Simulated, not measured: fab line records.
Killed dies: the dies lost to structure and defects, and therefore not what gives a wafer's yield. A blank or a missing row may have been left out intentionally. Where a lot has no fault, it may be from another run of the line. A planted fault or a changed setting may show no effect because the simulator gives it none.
Struck lot and sound lot, side by side + flow nand_harc + 34 out of 1159 route steps
Sound: wafers L820.2, L820.3, L820.4. Wafers L809.2, L809.3, L809.5 were the ones struck. At the end, the cause is stated.
Each step with rows lists, per side, the tool, then ch with its chambers, then its first start. Under that, the readings that differ: sound wafers + struck wafers + difference of the means + sigmas: that difference in standard deviations of wafers without a fault.
alike: a reading whose means differ by less than 2 such deviations, as well as words and numbers matching on both sides. not compared: withheld readings; readings where some wafer has no value; bounds like >300 that might hide an equal value; numbers whose values overlap and for which the record gives no deviation.
A row with sigmas, a row that says differs or no value, or rows on one side alone: a step with any of these is where the two part. Numbers that have no deviation but don't overlap get no sigmas and don't part them. A reading missing from all wafers of one side parts the sides only when that side holds two or more wafers.

first, 9 steps without rows for these wafers: NHARC_P_M0_PRE_CLEAN_29 (time 30 s); NHARC_P_M0_PVD_20 (deposits TaN, target thk 5 nm, time 8.06 s); NHARC_P_M0_PVD_21 (deposits Cu, target thk 30 nm, time 20.49 s); NHARC_P_M0_ECD_22 (material Cu, target thk 400 nm); NHARC_P_M0_ANNEAL_30 (time 90 s); NHARC_P_M0_CMP_23 (polishes, t overpolish 20 s, target thk 117.53 nm); NHARC_P_M0_SRD_25; NHARC_P_M0_PRE_CLEAN_31 (time 12 s); NHARC_P_M0_DEP_32 (deposits SiCN, target thk 30 nm).
NHARC_P_M1_DEP_00: deposits SiOC, target thk 182.5 nm.
  sound on pecvd-03 ch 0,1,2, day 10 22:48; struck on pecvd-02 ch 0,2, day 8 18:35
then, 23 steps without rows for these wafers: NHARC_P_M1_DEHYDRATE_01 (time 120 s); NHARC_P_M1_HMDS_02 (time 30 s); NHARC_P_M1_COAT_34 (time 65 s); NHARC_P_M1_COAT_03 (resist thk 90 nm); NHARC_P_M1_SOFTBAKE_04 (time 55 s); NHARC_P_M1_EBR_05; NHARC_P_M1_EXPOSE_06 (exposes mask P M1, target cd 130 nm); NHARC_P_M1_PEB_07 (peb time 65 s); NHARC_P_M1_DEVELOP_08 (develop time 35 s); NHARC_P_M1_DESCUM_14 (chemistry O2, time 3 s); NHARC_P_M1_ETCH_35 (etches the open film in N2/H2, target depth 40 nm, overetch 12 nm, time 43.94 s); NHARC_P_M1_ETCH_15 (etches the open film in C4F8/Ar, target depth 182.5 nm, time 91.2 s); NHARC_P_M1_STRIP_18 (strips in N2/H2); NHARC_P_M1_ETCH_28 (etches the open film in CF4/N2, target depth 30 nm, time 72.99 s); NHARC_P_M1_STRIP_19 (strips in post etch residue remover, time 600 s); NHARC_P_M1_DEGAS_29 (time 60 s); NHARC_P_M1_PRE_CLEAN_30 (time 30 s); NHARC_P_M1_PVD_20 (deposits TaN, target thk 5 nm, time 8.06 s); NHARC_P_M1_PVD_21 (deposits Cu, target thk 30 nm, time 20.49 s); NHARC_P_M1_ECD_22 (material Cu, target thk 400 nm); NHARC_P_M1_ANNEAL_31 (time 90 s); NHARC_P_M1_CMP_23 (polishes, t overpolish 20 s, target thk 157.82 nm); NHARC_P_M1_SRD_25.
-- break in the record here, with 13 days between the starts of the struck wafers on either side (left off in module P_M1, picked up again in module END, where the first step shown is number 1159 on the route) --
NHARC_END_SORT_01:
  at this point the record logs the struck wafers (prober-01 ch 0, day 22 05:30) and has no rows for the sound ones

== WHERE THEY PART ==
Within this record, at NHARC_END_SORT_01 only.

WHY: what had been put in by the simulator
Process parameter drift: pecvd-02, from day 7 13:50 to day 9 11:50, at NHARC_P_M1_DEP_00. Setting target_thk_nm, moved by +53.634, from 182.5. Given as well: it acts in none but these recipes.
